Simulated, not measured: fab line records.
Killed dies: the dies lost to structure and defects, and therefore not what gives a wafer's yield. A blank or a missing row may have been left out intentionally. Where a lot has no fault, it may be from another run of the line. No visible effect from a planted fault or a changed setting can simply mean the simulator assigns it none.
Lot-split experiment	flow n5_finfet	7 lots, 21 wafers read, on a route of 1938 steps

THE SPLIT
At N5_MOL_CONTACT_COAG_EXPOSE_05 (exposes mask CA, defocus 0 nm), the setting dose_mj was moved away from the recipe's 38.25 on 5 of the 21 wafers read, by +3.3% to +6.6%. The other wafers ran this setting at the recipe's value.

FROM THE SPLIT TO THE READING: what the file shows between them, 3 steps
- N5_MOL_CONTACT_COAG_PEB_06: peb time 60 s
- N5_MOL_CONTACT_COAG_DEVELOP_07: develop time 30 s
- N5_MOL_CONTACT_COAG_DESCUM_13: chemistry O2, time 7 s

THE READING
MOL_CONTACT_COAG.cd_offset_nm (the simulator's own value, which no gauge read), in nm, at N5_MOL_CONTACT_COAG_ETCH_59 (etches underlayer in N2/H2, target depth 13 nm, time 10.4 s). The file gives no usual value for it. Average -0.0 nm, standard deviation 0.15 nm, over the 16 wafers here run with the recipe.

wafer	tool, chamber at the split	dose_mj as run	against the recipe	MOL_CONTACT_COAG.cd_offset_nm, nm	against lot-mates on the recipe
L075.1	euv_scanner-02, 0	38.25	recipe	-0.2	-
L075.2	euv_scanner-02, 0	38.25	recipe	-0.2	-
L075.4	euv_scanner-02, 0	38.25	recipe	-0.2	-
L080.3	euv_scanner-01, 0	38.25	recipe	0	-
L080.5	euv_scanner-01, 0	38.25	recipe	0	-
L080.6	euv_scanner-01, 0	38.25	recipe	0	-
L082.1	euv_scanner-02, 0	38.25	recipe	0.2	-
L082.3	euv_scanner-02, 0	38.25	recipe	0	-
L082.4	euv_scanner-02, 0	38.25	recipe	0	-
L084.2	euv_scanner-02, 0	40.76	+6.6%	1.4	+1.3
L084.3	euv_scanner-02, 0	38.25	recipe	0.2	-
L084.4	euv_scanner-02, 0	38.25	recipe	0	-
L091.1	euv_scanner-01, 0	39.97	+4.5%	1.2	+1.0
L091.3	euv_scanner-01, 0	39.97	+4.5%	0.8	+0.6
L091.6	euv_scanner-01, 0	38.25	recipe	0.2	-
L092.1	euv_scanner-02, 0	39.5	+3.3%	0.6	+0.6
L092.5	euv_scanner-02, 0	39.5	+3.3%	0.8	+0.8
L092.6	euv_scanner-02, 0	38.25	recipe	0	-
L095.3	euv_scanner-02, 0	38.25	recipe	-0.2	-
L095.4	euv_scanner-02, 0	38.25	recipe	-0.2	-
L095.6	euv_scanner-02, 0	38.25	recipe	-0.2	-

THE FIT
A straight line over all 21 wafers: MOL_CONTACT_COAG.cd_offset_nm changes by +0.225 nm for each +1% of dose_mj; r = +0.95; the points scatter about the line by 0.15 nm.
The same after taking each lot's own level away (the mean of its wafers on the recipe; 21 wafers): +0.193 nm for each +1%; r = +0.97; scatter 0.094 nm.
According to that fit, moving dose_mj by its largest amount changes the reading by 1.3 nm.
From -0.20 to 0.20 nm: that is the span of the lots' own levels, equal to 2.8 times the standard deviation above.
So the lot-to-lot level changes the slope: the two fits differ.
Check: for one of the wafers moved furthest among these (+6.6%), held out of the fit, the line's prediction against its lot-mates is +1.25 nm. It came out at +1.3 nm against them.

OTHER SPLITS ON THESE WAFERS
These wafers also went through other splits before the reading. Each is held against what the fit with the lots' levels taken away leaves over:
other split on the same wafers	wafers away from the commonest value	r with MOL_CONTACT_COAG.cd_offset_nm (lot level and that fit taken away)
N5_SD_EPI_P_PEB_07 peb_time_s	2	-0.64
N5_SDB_COAT_04 spin_rpm	7	-0.12
N5_SDB_COAT_05 spin_rpm	7	+0.07
N5_HKMG_FIN_ETCH_35 source_w	3	-0.04
N5_HKMG_FIN_COAT_66 spin_rpm	8	-0.10
N5_MOL_CONTACT_COAG_COAT_103 spin_rpm	7	+0.01

THE FILE'S OWN FIT
MOL_CONTACT_COAG.cd_offset_nm changes by +0.195 nm for each +1% of dose_mj, r = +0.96.
